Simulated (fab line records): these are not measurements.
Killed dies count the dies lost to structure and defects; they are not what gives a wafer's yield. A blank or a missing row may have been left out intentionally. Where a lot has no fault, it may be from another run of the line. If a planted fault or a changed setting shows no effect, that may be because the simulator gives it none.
fab line records	flow n5-finfet
record lots=24	wafers=72	last-day=18
route steps=1938 shown DUMMY_GATE@241 SDB@347 HKMG_FIN@400
lots untouched by any fault: they come from a run of this same line in which no faults occurred
start-h: hours from the record's opening day to when the first of the lot's shown wafers began	wait-h: time in hours since the lot's previous step	" unchanged from the row above	L1.1+2: one row covering several wafers at once	- no value, or no start was given	* or withheld: withheld	< > ~ a bound
route shown NAME@n: NAME is a module with steps in the file, n the number in the route of the first one	usual: average and standard deviation across the fault-free wafers	same: alike in all rows	chamber/n: place in a boat	sites: readings site by site	_std_site: standard deviation of those values	_edge_site: mean of outer sites minus mean of inner sites	radius-mm: how far each site lies from the wafer's centre	mask NAME#n: copy n	behind: the most recent tool/chamber to have shaped the wafer	hold: cause of the lot's hold/its duration in hours/its outcome	device: transistor that didn't switch, given as n, p or np	end of line: tests run on the same wafers once the route is complete	a step with no rows: only its recipe	killed: the dies lost at the first sort to structure and to defects; this is not the yield of the wafer	map: per-die view of a wafer (x killed, . not killed, _ where there is no die)
set.NAME: the run value of the setting; set.NAME@STEP: its run value at that earlier step	model.NAME: the simulator's own value behind a step, which no gauge read
one table for each step of the route and one row for each wafer, over a sample of lots
services: from which hour (start-h, from the record's first day; less than 0 if before it) a tool's chamber was out of use, for how many hours, and why
## steps
# step N5_DUMMY_GATE_STRIP_40
# recipe chemistry=CF4	resist=SiARC	power-w=300	bias-power-w=75	pressure-mtorr=50	cf4-flow-sccm=150	rf-frequency-hz=6e+07
# usual drypump-motor-current-A=5.9/0.65	oes-product-au=0.74/0.076	rf-vpp-V=270.9/1.8	showerhead-plenum-p-Torr=1.79/0.061	throttle-valve-pct=13.65/0.21
lot.wafer	tool	chamber	start-h	wait-h	drypump-motor-current-A	oes-product-au	rf-hours-counter-h	rf-vpp-V	showerhead-plenum-p-Torr	throttle-valve-pct
L074.3	rie-diel-03	0	50.33	0.1	5.2	0.76	130	270.0	1.74	13.43
L074.4	"	2	"	"	5.4	0.75	151	271.1	1.79	13.63
L074.5	"	1	"	"	6.1	0.76	-	273.4	1.88	13.63
L075.1	rie-diel-01	1	55.28	0.1	4.7	0.69	222	272.7	1.84	13.91
L075.3	"	0	"	"	5.9	0.67	239	268.9	1.70	13.79
L075.6	"	3	"	"	6.2	0.81	-	269.6	1.74	13.29
L076.1	rie-diel-03	1	60.38	0.1	6.1	0.75	113	272.1	1.88	13.63
L076.3	"	0	"	"	5.1	0.75	133	270.0	1.74	13.46
L076.4	"	2	"	"	5.5	0.75	154	270.6	1.79	13.66
L077.1	rie-diel-01	1	65.56	0.1	4.7	0.70	227	273.2	1.84	13.91
L077.3	"	3	"	"	6.2	0.81	71	268.5	1.74	13.31
L077.6	"	2	"	"	6.6	0.70	-	271.2	1.77	13.91
L078.1	rie-diel-01	0	70.61	0.1	5.9	0.66	244	267.7	1.70	13.78
L078.4	"	3	"	"	6.2	0.80	72	268.7	1.74	13.31
L078.5	"	3	"	"	6.2	0.81	-	270.4	1.74	13.31
L079.1	rie-diel-03	0	76.08	0.1	5.1	0.75	139	269.8	1.74	13.46
L079.4	"	1	"	"	6.1	0.75	117	273.4	1.88	13.64
L079.6	"	2	"	"	5.5	0.74	-	274.9	1.79	13.66
L080.1	rie-diel-04	3	83.83	0.1	6.7	0.71	180	270.3	1.72	13.51
L080.3	"	2	"	"	6.1	0.71	204	271.6	1.78	13.77
L080.5	"	2	"	"	6.1	0.71	-	271.0	1.78	13.76
L081.1	rie-diel-04	3	91.55	0.1	6.8	0.70	182	268.7	1.72	13.52
L081.2	"	0	"	"	5.4	0.79	130	273.8	1.87	13.67
L081.5	"	2	"	"	6.1	0.71	-	270.8	1.78	13.78
L082.1	rie-diel-01	1	97.08	0.1	4.7	0.69	235	273.9	1.84	13.92
L082.5	"	2	"	"	6.6	0.69	-	270.4	1.77	13.90
L082.6	"	1	"	"	4.7	0.69	-	270.9	1.84	13.92
L083.4	rie-diel-01	2	103.94	0.1	6.6	0.69	-	270.5	1.77	13.91
L083.5	"	1	"	"	4.7	0.68	-	272.8	1.84	13.92
L083.6	"	3	"	"	6.2	0.80	-	268.7	1.74	13.35
L084.2	rie-diel-01	1	112.49	0.1	4.7	0.68	240	270.4	1.84	13.94
L084.4	"	1	"	"	4.7	0.69	-	273.6	1.84	13.95
L084.5	"	3	"	"	6.2	0.79	-	268.8	1.74	13.32
L085.2	rie-diel-03	3	118.94	0.1	6.4	0.69	249	268.4	1.70	13.70
L085.4	"	1	"	"	6.1	0.75	130	272.1	1.87	13.68
L085.6	"	2	"	"	5.5	0.73	-	271.2	1.79	13.69
L086.1	rie-diel-01	2	123.14	0.1	6.6	0.68	230	269.1	1.76	13.91
L086.2	"	1	"	"	4.7	0.69	243	271.0	1.84	13.93
L086.3	"	0	"	"	5.9	0.99	1	273.6	1.91	13.22
L087.1	rie-diel-04	0	127.45	0.2	5.4	0.77	138	273.4	1.87	13.67
L087.2	"	1	"	"	5.4	0.69	242	273.9	1.84	13.90
L087.6	"	3	"	"	6.7	0.70	-	270.1	1.72	13.53
L088.1	rie-diel-04	1	131.18	0.2	5.4	0.68	244	271.0	1.84	13.88
L088.4	"	1	"	"	5.4	0.68	-	272.8	1.84	13.87
L088.6	"	3	"	"	6.7	0.69	-	269.1	1.72	13.53
L089.2	rie-diel-04	0	136.92	0.2	5.4	0.77	143	273.5	1.87	13.70
L089.3	"	3	"	"	6.8	0.69	196	271.3	1.72	13.55
L089.5	"	1	"	"	5.4	0.67	-	271.7	1.83	13.90
L090.3	rie-diel-04	0	141.13	0.1	5.3	0.76	145	274.2	1.87	13.71
L090.4	"	0	"	"	5.3	0.78	-	274.6	1.87	13.71
L090.5	"	3	"	"	6.8	0.69	-	270.6	1.72	13.54
L091.2	rie-diel-04	0	148.21	0.1	5.4	0.77	148	272.3	1.86	13.71
L091.4	"	3	"	"	6.8	0.69	-	270.6	1.72	13.56
L091.6	"	1	"	"	5.4	0.68	-	271.3	1.83	13.90
L092.2	rie-diel-04	3	154.54	0.1	6.8	0.68	204	268.0	1.72	13.55
L092.3	"	2	"	"	6.1	0.69	-	270.9	1.78	13.78
L092.5	"	2	"	"	6.1	0.71	-	269.5	1.78	13.79
L093.1	rie-diel-04	1	166.04	0.1	5.4	0.95	2	272.0	1.83	13.35
L093.4	"	3	"	"	6.8	0.68	-	266.5	1.71	13.57
L093.6	"	2	"	"	6.1	0.70	-	270.4	1.78	13.80
L094.1	rie-diel-01	3	166.77	0.1	6.2	0.78	103	270.8	1.73	13.37
L094.3	"	1	"	"	4.7	0.97	1	270.4	1.83	13.40
L094.4	"	0	"	"	5.8	0.92	17	274.7	1.90	13.27
L095.2	rie-diel-04	1	177.22	0.1	5.4	0.92	6	272.1	1.83	13.34
L095.3	"	0	"	"	5.4	0.76	155	271.3	1.86	13.72
L095.4	"	3	"	"	6.8	0.68	214	270.4	1.71	13.57
L096.3	rie-diel-01	1	178.66	0.1	4.7	0.94	5	272.2	1.83	13.41
L096.4	"	2	"	"	6.6	0.67	250	271.3	1.76	13.95
L096.5	"	2	"	"	6.6	0.67	-	270.9	1.76	13.98
L097.2	rie-diel-04	2	186.98	0.1	6.1	0.70	228	270.0	1.77	13.81
L097.3	"	0	"	"	5.4	0.75	159	273.5	1.86	13.71
L097.4	"	1	"	"	5.4	0.92	10	272.9	1.83	13.34
# step N5_SDB_HM_DEP_00
# recipe material=SiNx	target-thk-a=400	temp-c=400	precursor=SiH4/NH3/N2	pressure-torr=1.5	rf-w=300	time-s=35.3
# usual heater-power-w=793/130	showerhead-plenum-p-Torr=5.15/0.044	throttle-valve-pct=39.0/2.5
lot.wafer	tool	chamber	start-h	wait-h	heater-power-w	showerhead-plenum-p-Torr	throttle-valve-pct
L074.3	pecvd-01	1	70.02	0.0	654	5.14	40.9
L074.4	"	2	"	"	755	5.18	35.1
L074.5	"	0	"	"	773	5.18	42.6
L075.1	pecvd-01	0	73.83	0.0	807	5.17	42.7
L075.3	"	1	"	"	669	5.14	41.1
L075.6	"	0	"	"	770	5.16	42.5
L076.1	pecvd-04	0	78.57	0.0	903	5.23	36.4
L076.3	"	1	"	"	888	5.05	38.7
L076.4	"	2	"	"	940	5.13	39.4
L077.1	pecvd-01	2	82.86	0.0	742	5.18	35.3
L077.3	"	1	"	"	684	5.14	41.3
L077.6	"	0	"	"	701	5.17	42.7
L078.1	pecvd-01	2	94.24	0.0	798	5.17	35.5
L078.4	"	2	"	"	782	5.17	35.5
L078.5	"	0	"	"	813	5.17	42.8
L079.1	pecvd-04	1	95.42	0.0	963	5.07	38.4
L079.4	"	2	"	"	886	5.13	39.5
L079.6	"	1	"	"	990	5.07	38.7
L080.1	pecvd-01	2	103.12	0.0	726	5.17	35.2
L080.3	"	0	"	"	673	5.16	42.6
L080.5	"	2	"	"	737	5.18	35.4
L081.1	pecvd-04	1	109.40	0.0	1074	5.06	38.6
L081.2	"	0	"	"	930	5.20	36.1
L081.5	"	2	"	"	909	5.14	39.5
L082.1	pecvd-04	1	118.38	0.0	1018	5.08	38.5
L082.5	"	2	"	"	890	5.16	39.4
L082.6	"	1	"	"	1000	5.06	38.5
L083.4	pecvd-04	1	123.97	0.1	1018	5.05	38.6
L083.5	"	0	"	"	958	5.22	36.6
L083.6	"	2	"	"	842	5.14	39.6
L084.2	pecvd-01	0	132.30	0.0	723	5.17	42.6
L084.4	"	1	"	"	597	5.14	41.0
L084.5	"	2	"	"	687	5.15	35.5
L085.2	pecvd-02	1	139.44	0.0	951	5.14	40.2
L085.4	"	1	"	"	952	5.13	40.2
L085.6	"	2	"	"	647	5.16	36.2
L086.1	pecvd-04	0	140.99	0.0	918	5.22	36.2
L086.2	"	1	"	"	964	5.04	38.5
L086.3	"	2	"	"	940	5.14	39.5
L087.1	pecvd-01	2	148.27	0.0	688	5.17	35.6
L087.2	"	1	"	"	700	5.15	41.5
L087.6	"	2	"	"	690	5.16	35.4
L088.1	pecvd-01	2	148.94	0.0	800	5.17	35.4
L088.4	"	1	"	"	646	5.15	41.0
L088.6	"	0	"	"	752	5.17	42.7
L089.2	pecvd-02	1	155.62	0.0	796	5.13	39.7
L089.3	"	2	"	"	606	5.18	36.4
L089.5	"	1	"	"	780	5.13	40.0
L090.3	pecvd-01	1	161.86	0.0	607	5.14	41.3
L090.4	"	0	"	"	714	5.16	42.5
L090.5	"	2	"	"	794	5.19	35.5
L091.2	pecvd-02	2	169.20	0.0	657	5.18	35.8
L091.4	"	1	"	"	825	5.12	40.3
L091.6	"	0	"	"	694	5.17	39.5
L092.2	pecvd-04	0	172.86	0.0	882	5.22	36.2
L092.3	"	1	"	"	1054	5.08	38.5
L092.5	"	2	"	"	835	5.14	39.6
L093.1	pecvd-04	0	184.04	0.0	926	5.21	36.3
L093.4	"	2	"	"	961	5.14	39.7
L093.6	"	0	"	"	922	5.23	36.4
L094.1	pecvd-01	0	184.56	0.0	691	5.17	42.5
L094.3	"	1	"	"	592	5.14	41.2
L094.4	"	0	"	"	692	5.16	42.7
L095.2	pecvd-01	2	197.27	0.1	712	5.18	35.8
L095.3	"	0	"	"	698	5.16	42.8
L095.4	"	2	"	"	707	5.17	35.6
L096.3	pecvd-01	0	197.61	0.0	737	5.18	42.8
L096.4	"	2	"	"	809	5.17	35.6
L096.5	"	1	"	"	680	5.16	41.4
L097.2	pecvd-04	1	208.54	0.0	1040	5.06	38.7
L097.3	"	1	"	"	1055	5.05	38.6
L097.4	"	0	"	"	849	5.22	36.4
# step N5_SDB_CD_MEAS_11
# recipe target-cd-nm=50	landing-energy-ev=500	detector=se-inlens	polarity=opening
# usual cd-nm=50.4/0.87
lot.wafer	tool	chamber	start-h	wait-h	cd-nm
L074.3	cd-sem-02	0	70.35	-	49.5
L074.4	"	0	"	"	50.5
L074.5	"	0	"	"	50.7
L075.1	cd-sem-01	0	74.28	-	50.0
L075.3	"	0	"	"	49.7
L075.6	"	0	"	"	51.0
L076.1	cd-sem-03	0	78.89	-	50.8
L076.3	"	0	"	"	51.1
L076.4	"	0	"	"	51.5
L077.1	cd-sem-02	0	83.19	-	50.0
L077.3	"	0	"	"	49.9
L077.6	"	0	"	"	50.0
L078.1	cd-sem-01	0	94.57	-	50.6
L078.4	"	0	"	"	51.5
L078.5	"	0	"	"	51.6
L079.1	cd-sem-03	0	95.87	-	52.0
L079.4	"	0	"	"	51.7
L079.6	"	0	"	"	50.9
L080.1	cd-sem-01	0	103.57	-	50.0
L080.3	"	0	"	"	49.9
L080.5	"	0	"	"	49.7
L081.1	cd-sem-01	0	109.85	-	49.4
L081.2	"	0	"	"	50.3
L081.5	"	0	"	"	49.0
L082.1	cd-sem-02	0	118.84	-	50.9
L082.5	"	0	"	"	50.7
L082.6	"	0	"	"	50.7
L083.4	cd-sem-02	0	124.40	-	50.9
L083.5	"	0	"	"	50.5
L083.6	"	0	"	"	51.7
L084.2	cd-sem-02	0	132.66	-	50.5
L084.4	"	0	"	"	50.0
L084.5	"	0	"	"	49.8
L085.2	cd-sem-02	0	139.77	-	49.7
L085.4	"	0	"	"	48.8
L085.6	"	0	"	"	49.7
L086.1	cd-sem-03	0	141.44	-	51.0
L086.2	"	0	"	"	50.3
L086.3	"	0	"	"	50.7
L087.1	cd-sem-03	0	148.72	-	49.0
L087.2	"	0	"	"	50.2
L087.6	"	0	"	"	49.2
L088.1	cd-sem-03	0	149.39	-	50.5
L088.4	"	0	"	"	50.4
L088.6	"	0	"	"	49.7
L089.2	cd-sem-03	0	156.07	-	50.5
L089.3	"	0	"	"	50.2
L089.5	"	0	"	"	48.8
L090.3	cd-sem-01	0	162.19	-	50.7
L090.4	"	0	"	"	51.6
L090.5	"	0	"	"	51.9
L091.2	cd-sem-02	0	169.65	-	51.1
L091.4	"	0	"	"	51.0
L091.6	"	0	"	"	51.3
L092.2	cd-sem-03	0	173.31	-	51.3
L092.3	"	0	"	"	50.7
L092.5	"	0	"	"	50.4
L093.1	cd-sem-01	0	184.49	-	49.8
L093.4	"	0	"	"	50.5
L093.6	"	0	"	"	49.8
L094.1	cd-sem-03	0	185.01	-	48.6
L094.3	"	0	"	"	49.8
L094.4	"	0	"	"	49.1
L095.2	cd-sem-03	0	197.73	-	49.4
L095.3	"	0	"	"	50.7
L095.4	"	0	"	"	49.3
L096.3	cd-sem-03	0	198.07	-	49.4
L096.4	"	0	"	"	49.0
L096.5	"	0	"	"	49.8
L097.2	cd-sem-03	0	209.02	-	48.7
L097.3	"	0	"	"	49.8
L097.4	"	0	"	"	49.7
# step N5_SDB_STRIP_21
# recipe chemistry=CF4	resist=SiARC	power-w=300	bias-power-w=75	pressure-mtorr=50	cf4-flow-sccm=150	rf-frequency-hz=6e+07
# usual drypump-motor-current-A=5.7/0.48	oes-product-au=0.77/0.084	rf-vpp-V=271.5/1.6	showerhead-plenum-p-Torr=1.81/0.066	throttle-valve-pct=13.61/0.3
lot.wafer	tool	chamber	start-h	wait-h	drypump-motor-current-A	oes-product-au	rf-hours-counter-h	rf-vpp-V	showerhead-plenum-p-Torr	throttle-valve-pct
L074.3	rie-diel-02	3	70.65	0.0	5.7	0.70	197	270.3	1.78	13.64
L074.4	"	1	"	"	6.6	0.84	51	273.0	1.90	13.27
L074.5	"	0	"	"	6.3	0.76	-	272.9	1.79	13.36
L075.1	rie-diel-06	1	74.69	0.0	5.9	0.69	218	268.7	1.71	14.11
L075.3	"	1	"	"	5.9	0.69	-	268.4	1.71	14.11
L075.6	"	1	"	"	5.9	0.69	-	270.7	1.71	14.11
L076.1	rie-diel-05	2	79.19	0.0	5.5	0.68	235	269.6	1.71	13.87
L076.3	"	3	"	"	4.8	0.73	158	271.9	1.87	13.65
L076.4	"	0	"	"	5.9	0.67	243	270.4	1.77	13.66
L077.1	rie-diel-02	1	83.48	0.0	6.6	0.84	55	273.1	1.90	13.29
L077.3	"	2	"	"	5.9	0.75	160	274.1	1.86	13.51
L077.6	"	1	"	"	6.6	0.83	-	273.9	1.90	13.30
L078.1	rie-diel-02	0	94.86	0.0	6.3	0.76	145	270.7	1.79	13.34
L078.4	"	1	"	"	6.6	0.83	59	272.5	1.90	13.29
L078.5	"	3	"	"	5.8	0.69	-	272.7	1.77	13.66
L079.1	rie-diel-02	3	96.17	0.0	5.7	0.69	204	271.2	1.77	13.67
L079.4	"	0	"	"	6.3	0.76	145	271.2	1.79	13.37
L079.6	"	2	"	"	5.9	0.75	-	272.2	1.86	13.52
L080.1	rie-diel-05	3	103.86	0.0	4.8	0.72	166	273.3	1.86	13.66
L080.3	"	2	"	"	5.5	0.67	244	269.8	1.70	13.89
L080.5	"	3	"	"	4.9	0.72	-	272.3	1.86	13.66
L081.1	rie-diel-02	0	110.14	0.0	6.4	0.76	149	271.1	1.79	13.37
L081.2	"	2	"	"	5.9	0.75	168	272.3	1.86	13.54
L081.5	"	3	"	"	5.7	0.70	-	273.0	1.77	13.67
L082.1	rie-diel-06	2	119.49	0.0	5.1	0.73	168	269.7	1.72	13.88
L082.5	"	1	"	"	5.9	0.68	-	270.0	1.71	14.13
L082.6	"	0	"	"	5.8	0.69	-	270.6	1.77	13.92
L083.4	rie-diel-02	3	124.69	0.0	5.7	0.69	213	270.7	1.77	13.68
L083.5	"	1	"	"	6.6	0.82	-	272.0	1.90	13.31
L083.6	"	2	"	"	5.9	0.74	-	272.0	1.86	13.52
L084.2	rie-diel-05	3	132.96	0.0	4.9	0.71	178	272.3	1.86	13.70
L084.4	"	0	"	"	5.9	0.95	-	270.8	1.76	13.12
L084.5	"	3	"	"	4.8	0.71	-	273.3	1.86	13.68
L085.2	rie-diel-06	0	140.06	0.0	5.8	0.69	217	270.6	1.77	13.96
L085.4	"	1	"	"	5.9	0.68	-	269.1	1.71	14.16
L085.6	"	3	"	"	5.7	0.90	-	274.0	1.90	13.30
L086.1	rie-diel-06	1	141.74	0.0	5.9	0.67	238	268.8	1.71	14.15
L086.2	"	3	"	"	5.7	0.90	19	273.1	1.90	13.30
L086.3	"	0	"	"	5.8	0.68	217	270.3	1.77	13.95
L087.1	rie-diel-05	1	149.02	0.0	5.2	0.84	65	271.3	1.83	13.73
L087.2	"	2	"	"	5.5	0.93	4	274.4	1.91	13.33
L087.6	"	0	"	"	5.9	0.93	-	270.3	1.76	13.12
L088.1	rie-diel-06	1	149.86	0.0	5.9	0.67	242	269.2	1.71	14.18
L088.4	"	3	"	"	5.7	0.89	-	274.2	1.90	13.32
L088.6	"	0	"	"	5.8	0.68	-	270.8	1.77	13.97
L089.2	rie-diel-05	3	156.37	0.0	4.9	0.71	188	273.5	1.86	13.72
L089.3	"	0	"	"	5.9	0.91	16	270.4	1.76	13.14
L089.5	"	1	"	"	5.2	0.82	-	272.2	1.82	13.77
L090.3	rie-diel-05	2	162.78	0.0	5.6	0.91	6	274.3	1.91	13.35
L090.4	"	0	"	"	5.9	0.90	20	270.4	1.76	13.12
L090.5	"	2	"	"	5.5	0.91	-	273.2	1.91	13.32
L091.2	rie-diel-06	0	169.95	0.0	5.8	0.68	229	269.9	1.77	13.98
L091.4	"	2	"	"	5.1	0.72	179	269.4	1.72	13.90
L091.6	"	0	"	"	5.8	0.68	-	270.0	1.77	13.97
L092.2	rie-diel-06	3	173.60	0.0	5.7	0.87	33	274.9	1.90	13.33
L092.3	"	2	"	"	5.1	0.72	181	269.6	1.72	13.92
L092.5	"	0	"	"	5.8	0.67	-	270.9	1.77	13.98
L093.1	rie-diel-05	1	184.79	0.0	5.2	0.82	79	270.9	1.82	13.78
L093.4	"	2	"	"	5.5	0.89	13	273.8	1.91	13.36
L093.6	"	0	"	"	5.9	0.89	-	269.3	1.76	13.15
L094.1	rie-diel-05	1	185.30	0.0	5.2	0.81	80	271.6	1.82	13.80
L094.3	"	2	"	"	5.5	0.89	13	273.5	1.91	13.36
L094.4	"	3	"	"	4.9	0.70	198	273.7	1.86	13.74
L095.2	rie-diel-02	2	198.02	0.0	5.9	0.72	199	273.3	1.85	13.59
L095.3	"	3	"	"	5.8	0.66	242	269.4	1.76	13.75
L095.4	"	0	"	"	6.3	0.73	182	271.1	1.78	13.46
L096.3	rie-diel-05	1	198.37	0.0	5.2	0.81	84	270.7	1.82	13.79
L096.4	"	2	"	"	5.5	0.88	18	274.2	1.91	13.37
L096.5	"	3	"	"	4.8	0.70	-	272.6	1.85	13.78
L097.2	rie-diel-05	1	209.31	0.0	5.2	0.80	88	272.6	1.82	13.80
L097.3	"	2	"	"	5.5	0.88	22	271.5	1.91	13.38
L097.4	"	0	"	"	5.9	0.88	36	271.0	1.76	13.17
# step N5_SDB_STRIP_22
# recipe chemistry=N2/H2	power-w=1000	temp-c=250	h2-frac=0.65	overash-fraction=0.3	pressure-mtorr=withheld	n2-flow-sccm=1750	h2-flow-sccm=3250
# usual drypump-motor-current-A=5.50/0.18	heater-power-w=353/22	oes-product-au=0.715/0.005	strip-time-to-endpoint-s=96.2/0.37
lot.wafer	tool	chamber	start-h	wait-h	drypump-motor-current-A	heater-power-w	oes-product-au	rf-hours-counter-h	strip-time-to-endpoint-s
L074.3	plasma-asher-01	1	70.79	0.1	5.29	341	0.704	-	96.6
L074.4	"	0	"	"	5.54	365	0.721	-	96.4
L074.5	"	1	"	"	5.28	331	0.717	-	96.1
L075.1	plasma-asher-02	0	74.84	0.1	5.76	381	0.714	36	96.7
L075.3	"	1	"	"	5.39	326	0.698	-	96.6
L075.6	"	0	"	"	5.76	372	0.720	-	96.8
L076.1	plasma-asher-02	1	79.29	0.1	5.40	327	0.718	36	96.4
L076.3	"	1	"	"	5.41	327	0.711	-	96.2
L076.4	"	0	"	"	5.75	371	0.724	-	96.2
L077.1	plasma-asher-02	1	83.58	0.1	5.40	328	0.717	37	96.4
L077.3	"	0	"	"	5.73	383	0.719	-	96.8
L077.6	"	0	"	"	5.77	377	0.721	-	96.5
L078.1	plasma-asher-02	1	94.96	0.1	5.41	330	0.714	40	96.1
L078.4	"	0	"	"	5.75	373	0.719	-	96.3
L078.5	"	0	"	"	5.71	376	0.718	-	96.1
L079.1	plasma-asher-01	0	96.27	0.1	5.59	367	0.717	96	96.0
L079.4	"	0	"	"	5.54	378	0.726	-	95.9
L079.6	"	1	"	"	5.27	342	0.704	-	96.1
L080.1	plasma-asher-02	1	103.97	0.1	5.42	327	0.710	40	97.0
L080.3	"	0	"	"	5.74	377	0.715	-	96.7
L080.5	"	1	"	"	5.42	312	0.717	-	96.3
L081.1	plasma-asher-01	0	110.24	0.1	5.60	376	0.718	98	95.6
L081.2	"	1	"	"	5.28	347	0.712	98	95.7
L081.5	"	1	"	"	5.25	326	0.714	-	96.1
L082.1	plasma-asher-02	0	119.59	0.1	5.71	380	0.714	43	95.9
L082.5	"	0	"	"	5.72	370	0.709	-	96.1
L082.6	"	1	"	"	5.39	331	0.715	-	96.1
L083.4	plasma-asher-01	0	124.84	0.1	5.56	363	0.711	-	96.5
L083.5	"	0	"	"	5.58	371	0.717	-	96.3
L083.6	"	1	"	"	5.27	341	0.714	-	96.4
L084.2	plasma-asher-01	0	133.06	0.1	5.57	371	0.716	102	96.6
L084.4	"	0	"	"	5.58	368	0.718	-	95.7
L084.5	"	1	"	"	5.23	335	0.714	-	96.6
L085.2	plasma-asher-01	1	140.16	0.1	5.29	343	0.717	104	96.2
L085.4	"	1	"	"	5.29	338	0.712	-	96.2
L085.6	"	1	"	"	5.29	340	0.705	-	95.8
L086.1	plasma-asher-01	1	141.84	0.1	5.28	334	0.716	104	96.1
L086.2	"	0	"	"	5.61	382	0.720	104	95.7
L086.3	"	1	"	"	5.28	327	0.714	-	96.3
L087.1	plasma-asher-02	0	149.12	0.1	5.69	380	0.714	48	96.1
L087.2	"	1	"	"	5.39	330	0.706	48	96.1
L087.6	"	1	"	"	5.38	328	0.723	-	95.9
L088.1	plasma-asher-02	0	149.96	0.1	5.75	378	0.710	49	96.1
L088.4	"	1	"	"	5.39	327	0.717	-	95.6
L088.6	"	1	"	"	5.40	325	0.723	-	96.4
L089.2	plasma-asher-01	0	156.47	0.1	5.58	374	0.710	107	96.3
L089.3	"	1	"	"	5.26	342	0.715	-	95.6
L089.5	"	0	"	"	5.59	378	0.716	-	95.8
L090.3	plasma-asher-01	1	162.92	0.1	5.26	336	0.710	-	96.6
L090.4	"	0	"	"	5.59	375	0.713	-	96.7
L090.5	"	1	"	"	5.25	334	0.714	-	97.0
L091.2	plasma-asher-01	0	170.05	0.1	5.58	369	0.720	110	96.2
L091.4	"	1	"	"	5.26	339	0.715	-	96.3
L091.6	"	1	"	"	5.28	342	0.718	-	96.2
L092.2	plasma-asher-02	0	173.88	0.2	5.74	377	0.716	55	95.8
L092.3	"	0	"	"	5.75	380	0.720	-	96.0
L092.5	"	1	"	"	5.38	329	0.713	-	95.8
L093.1	plasma-asher-02	0	184.89	0.1	5.70	376	0.719	58	96.3
L093.4	"	0	"	"	5.69	379	0.720	-	96.0
L093.6	"	0	"	"	5.72	372	0.715	-	95.9
L094.1	plasma-asher-02	0	185.41	0.1	5.76	376	0.710	58	96.0
L094.3	"	1	"	"	5.43	332	0.716	-	96.1
L094.4	"	0	"	"	5.75	378	0.718	-	96.7
L095.2	plasma-asher-02	1	198.13	0.1	5.42	323	0.714	60	96.4
L095.3	"	1	"	"	5.43	338	0.719	-	96.4
L095.4	"	0	"	"	5.71	388	0.708	-	95.9
L096.3	plasma-asher-01	0	198.51	0.1	5.57	354	0.714	-	96.5
L096.4	"	1	"	"	5.29	331	0.722	-	96.1
L096.5	"	1	"	"	5.29	338	0.715	-	96.8
L097.2	plasma-asher-02	0	209.70	0.3	5.74	370	0.714	64	96.6
L097.3	"	0	"	"	5.71	383	0.713	-	96.8
L097.4	"	1	"	"	5.41	321	0.717	-	96.2
# step N5_HKMG_FIN_INSPECT_61
# recipe mode=adi	inspect-instrument=macro
# usual raw-defect-count=2/1.5
lot.wafer	tool	chamber	start-h	wait-h	raw-defect-count
L074.3	defect-inspect-02	-	76.11	0.0	0
L074.4	"	-	"	"	1
L074.5	"	-	"	"	2
L075.1	defect-inspect-02	-	80.69	0.0	1
L075.3	"	-	"	"	0
L075.6	"	-	"	"	2
L076.1	defect-inspect-02	-	85.48	0.0	1
L076.3	"	-	"	"	2
L076.4	"	-	"	"	3
L077.1	defect-inspect-01	-	88.71	0.0	3
L077.3	"	-	"	"	5
L077.6	"	-	"	"	3
L078.1	defect-inspect-02	-	103.27	0.0	5
L078.4	"	-	"	"	2
L078.5	"	-	"	"	0
L079.1	defect-inspect-01	-	104.47	0.0	2
L079.4	"	-	"	"	2
L079.6	"	-	"	"	4
L080.1	defect-inspect-02	-	109.26	0.0	2
L080.3	"	-	"	"	0
L080.5	"	-	"	"	0
L081.1	defect-inspect-01	-	115.27	0.0	1
L081.2	"	-	"	"	2
L081.5	"	-	"	"	0
L082.1	defect-inspect-01	-	124.97	0.0	2
L082.5	"	-	"	"	2
L082.6	"	-	"	"	0
L083.4	defect-inspect-01	-	130.63	0.0	3
L083.5	"	-	"	"	1
L083.6	"	-	"	"	3
L084.2	defect-inspect-01	-	138.56	0.0	3
L084.4	"	-	"	"	2
L084.5	"	-	"	"	1
L085.2	defect-inspect-01	-	145.67	0.0	1
L085.4	"	-	"	"	1
L085.6	"	-	"	"	2
L086.1	defect-inspect-02	-	147.29	0.0	1
L086.2	"	-	"	"	3
L086.3	"	-	"	"	2
L087.1	defect-inspect-02	-	154.33	0.0	0
L087.2	"	-	"	"	6
L087.6	"	-	"	"	2
L088.1	defect-inspect-02	-	155.58	0.0	2
L088.4	"	-	"	"	1
L088.6	"	-	"	"	0
L089.2	defect-inspect-02	-	161.61	0.0	2
L089.3	"	-	"	"	3
L089.5	"	-	"	"	3
L090.3	defect-inspect-02	-	168.03	0.0	1
L090.4	"	-	"	"	4
L090.5	"	-	"	"	1
L091.2	defect-inspect-02	-	175.19	0.0	4
L091.4	"	-	"	"	3
L091.6	"	-	"	"	0
L092.2	defect-inspect-01	-	179.73	0.0	2
L092.3	"	-	"	"	2
L092.5	"	-	"	"	2
L093.1	defect-inspect-02	-	190.66	0.0	1
L093.4	"	-	"	"	0
L093.6	"	-	"	"	3
L094.1	defect-inspect-01	-	191.59	0.0	2
L094.3	"	-	"	"	0
L094.4	"	-	"	"	3
L095.2	defect-inspect-01	-	203.44	0.0	8
L095.3	"	-	"	"	2
L095.4	"	-	"	"	1
L096.3	defect-inspect-01	-	204.03	0.0	2
L096.4	"	-	"	"	2
L096.5	"	-	"	"	1
L097.2	defect-inspect-01	-	215.42	0.0	1
L097.3	"	-	"	"	3
L097.4	"	-	"	"	1
## services
tool	chamber	start-h	hours	kind
rie-diel-02	0	37.94	4.1	repair
rie-diel-01	-	40.54	1.4	repair
rie-diel-05	1	40.94	2.4	repair
rie-diel-06	3	40.94	4.9	repair
rie-diel-01	-	45.33	4.0	pm
rie-diel-05	2	52.94	3.9	repair
rie-diel-06	0	52.95	4.0	repair
plasma-asher-02	-	70.22	0.7	repair
rie-diel-06	0	71.63	6.5	repair
pecvd-01	2	75.70	6.5	repair
rie-diel-02	-	77.79	0.1	repair
rie-diel-04	0	78.56	1.2	repair
rie-diel-05	3	85.44	2.8	repair
pecvd-04	2	87.76	4.7	repair
pecvd-04	-	100.78	6.0	pm
rie-diel-04	2	124.85	24.6	repair
pecvd-04	-	133.79	2.8	pm
pecvd-04	-	138.03	0.5	repair
pecvd-01	-	146.33	0.9	repair
plasma-asher-01	-	158.26	1.1	repair
rie-diel-04	0	161.53	6.6	repair
pecvd-04	-	181.78	1.6	repair
rie-diel-04	3	193.45	8.9	repair
plasma-asher-01	-	205.57	12.7	repair
## key
fault none
